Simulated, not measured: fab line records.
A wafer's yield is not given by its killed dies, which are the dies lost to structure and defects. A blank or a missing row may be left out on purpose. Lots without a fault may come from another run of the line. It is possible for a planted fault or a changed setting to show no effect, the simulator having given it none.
Lot-split experiment ; flow n5Finfet ; route with 1938 steps; 7 lots, 39 wafers read

THE SPLIT
At N5_DUMMY_GATE_ETCH_37 (etches SOC in N2/H2, target depth 60 nm, overetch 30 nm), the setting sourceW was moved away from the recipe's 840 W on 12 of the 39 wafers read, by -9.7% to +7.4%. All remaining wafers had this setting at the recipe value.

The split's own step is where the reading is taken.

THE READING
rfVppV, in V, at N5_DUMMY_GATE_ETCH_37 (etches SOC in N2/H2, target depth 60 nm, overetch 30 nm). A value of 524.8 V with a standard deviation of 2.5 V is what fault-free wafers of this fab line usually give.

wafer;tool, chamber at the split;sourceW as run, W;against the recipe;rfVppV, V;against lot-mates on the recipe
L075.1;rieDiel-01, 3;840;recipe;525.3;-
L075.2;rieDiel-01, 1;840;recipe;525.1;-
L075.3;rieDiel-01, 2;840;recipe;519.3;-
L075.4;rieDiel-01, 0;840;recipe;527.1;-
L075.5;rieDiel-01, 2;840;recipe;521.1;-
L075.6;rieDiel-01, 1;840;recipe;526.6;-
L080.1;rieDiel-01, 0;902.1;+7.4%;512.4;-9.5
L080.2;rieDiel-01, 1;840;recipe;526.8;-
L080.3;rieDiel-01, 2;840;recipe;520.7;-
L080.4;rieDiel-01, 1;902.1;+7.4%;514.1;-7.8
L080.5;rieDiel-01, 0;902.1;+7.4%;514.0;-7.9
L080.6;rieDiel-01, 2;840;recipe;518.3;-
L083.1;rieDiel-05, 2;840;recipe;521.3;-
L083.2;rieDiel-05, 1;884.5;+5.3%;514.3;-8.2
L083.3;rieDiel-05, 0;840;recipe;526.0;-
L083.4;rieDiel-05, 2;840;recipe;520.2;-
L083.5;rieDiel-05, 0;884.5;+5.3%;519.1;-3.4
L083.6;rieDiel-05, 1;884.5;+5.3%;515.3;-7.2
L085.1;rieDiel-01, 2;840;recipe;519.6;-
L085.2;rieDiel-01, 3;758.6;-9.7%;545.0;+22.1
L085.3;rieDiel-01, 0;840;recipe;524.5;-
L085.4;rieDiel-01, 1;840;recipe;524.5;-
L085.5;rieDiel-01, 3;758.6;-9.7%;544.4;+21.5
L085.6;rieDiel-01, 0;758.6;-9.7%;542.1;+19.2
L086.1;rieDiel-05, 1;780.5;-7.1%;535.4;+11.0
L086.2;rieDiel-05, 0;840;recipe;526.3;-
L086.3;rieDiel-05, 2;780.5;-7.1%;534.4;+10.0
L086.4;rieDiel-05, 3;840;recipe;526.5;-
L086.5;rieDiel-05, 2;840;recipe;520.5;-
L086.6;rieDiel-05, 1;780.5;-7.1%;537.1;+12.7
L087.1;rieDiel-02, 3;840;recipe;529.0;-
L087.2;rieDiel-02, 0;840;recipe;527.3;-
L087.3;rieDiel-02, 1;840;recipe;525.7;-
L091.1;rieDiel-01, 3;840;recipe;525.6;-
L091.2;rieDiel-01, 2;840;recipe;520.9;-
L091.3;rieDiel-01, 1;840;recipe;525.5;-
L091.4;rieDiel-01, 0;840;recipe;525.2;-
L091.5;rieDiel-01, 3;840;recipe;525.8;-
L091.6;rieDiel-01, 2;840;recipe;520.3;-

THE FIT
A straight line over all 39 wafers: rfVppV changes by -1.73 V for each +1% of sourceW; r = -0.93; the points scatter about the line by 2.9 V.
The same after taking each lot's own level away (the mean of its wafers on the recipe; 39 wafers): -1.65 V for each +1%; r = -0.92; scatter 2.9 V.
Per that fit: largest sourceW move, reading shift of 16 V.
The lots' own levels span 521.93 to 527.33 V, that is 2.2 times the standard deviation above.
The two slopes agree, so the slope changes little with the lot-to-lot level.
Check: with one of the wafers moved furthest among these (-9.7%) left out of the fit, the line predicts +15.9 V for it against its lot-mates. It came out at +22.1 V against them.
Tool readings at the split's step, against how far the setting was moved: rfVppV r = -0.93.

ADDITIONAL SPLITS CARRIED BY THESE WAFERS
Before the reading, these wafers also passed through other splits. Each is held against what the fit with the lots' levels taken away leaves over:
other split on the same wafers;wafers away from the commonest value;r with rfVppV (lot level and that fit taken away)
N5_DUMMY_GATE_EXPOSE_12 doseMj;18;+0.15

FILE'S OWN FIT
rfVppV changes by -1.67 V for each +1% of sourceW, r = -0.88.
